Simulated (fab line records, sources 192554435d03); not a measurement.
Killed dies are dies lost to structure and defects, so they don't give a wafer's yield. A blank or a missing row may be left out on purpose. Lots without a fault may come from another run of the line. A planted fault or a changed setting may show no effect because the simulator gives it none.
Split-lot experiment | flow n5_finfet | 7 lots, 21 wafers read, on a route of 1938 steps

THE SPLIT
At N5_HKMG_FIN_ETCH_54 (etches SiARC in CF4, target depth 45.5 nm, time 75.8 s), the setting source_w was moved away from the recipe's 545 W on 7 of the 21 wafers read, by -10.1% to +14.2%. The other wafers ran this setting at the recipe's value.

The reading is taken at the split's own step.

THE READING
rf_vpp_V, in V, at N5_HKMG_FIN_ETCH_54 (etches SiARC in CF4, target depth 45.5 nm, time 75.8 s). Fault-free wafers of this fab line usually give 183.7 V, standard deviation 1.2 V.

wafer  | tool, chamber at the split | source_w as run, W | against the recipe | rf_vpp_V, V | against lot-mates on the recipe
L074.1 | rie_diel-05, 1             | 545                | recipe             | 183.6       | -
L074.5 | rie_diel-05, 3             | 545                | recipe             | 184.6       | -
L074.6 | rie_diel-05, 2             | 545                | recipe             | 183.9       | -
L075.3 | rie_diel-04, 1             | 545                | recipe             | 185.6       | -
L075.4 | rie_diel-04, 0             | 622.5              | +14.2%             | 178.3       | -7.3
L075.5 | rie_diel-04, 0             | 622.5              | +14.2%             | 176.7       | -8.9
L080.1 | rie_diel-03, 3             | 489.7              | -10.1%             | 190.6       | no lot-mate on the recipe
L080.2 | rie_diel-03, 0             | 489.7              | -10.1%             | 191.4       | no lot-mate on the recipe
L080.3 | rie_diel-03, 2             | 489.7              | -10.1%             | 192.9       | no lot-mate on the recipe
L084.2 | rie_diel-04, 2             | 545                | recipe             | 184.5       | -
L084.3 | rie_diel-04, 1             | 545                | recipe             | 185.9       | -
L084.5 | rie_diel-04, 1             | 545                | recipe             | 183.7       | -
L089.2 | rie_diel-05, 2             | 545                | recipe             | 182.3       | -
L089.5 | rie_diel-05, 2             | 545                | recipe             | 181.9       | -
L089.6 | rie_diel-05, 1             | 545                | recipe             | 184.2       | -
L091.4 | rie_diel-03, 3             | 545                | recipe             | 182.2       | -
L091.5 | rie_diel-03, 1             | 545                | recipe             | 183.2       | -
L091.6 | rie_diel-03, 0             | 545                | recipe             | 182.8       | -
L095.3 | rie_diel-04, 2             | 496.6              | -8.9%              | 189.9       | +4.7
L095.4 | rie_diel-04, 1             | 496.6              | -8.9%              | 191.7       | +6.5
L095.5 | rie_diel-04, 2             | 545                | recipe             | 185.2       | -

THE FIT
A straight line over all 21 wafers: rf_vpp_V changes by -0.608 V for each +1% of source_w; r = -0.94; the points scatter about the line by 1.5 V.
The same after taking each lot's own level away (the mean of its wafers on the recipe; 18 wafers): -0.588 V for each +1%; r = -0.98; scatter 0.78 V.
On that fit, the largest move of source_w shifts the reading by 8.4 V.
The lots' own levels span 182.73 to 185.60 V, that is 2.4 times the standard deviation above.
So the lot-to-lot level changes the slope little: the two slopes agree.
Check: with one of the wafers moved furthest among these (+14.2%) left out of the fit, the line predicts -8.92 V for it against its lot-mates. It came out at -7.3 V against them.
Tool readings at the split's step, against how far the setting was moved: rf_vpp_V r = -0.94.

OTHER SPLITS ON THESE WAFERS
These wafers also went through other splits before the reading. Each is held against what the fit with the lots' levels taken away leaves over:
other split on the same wafers | wafers away from the commonest value | r with rf_vpp_V (lot level and that fit taken away)
N5_SDB_COAT_03 spin_rpm        | 9                                    | -0.09

THE FILE'S OWN FIT
rf_vpp_V changes by -0.585 V for each +1% of source_w, r = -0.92.
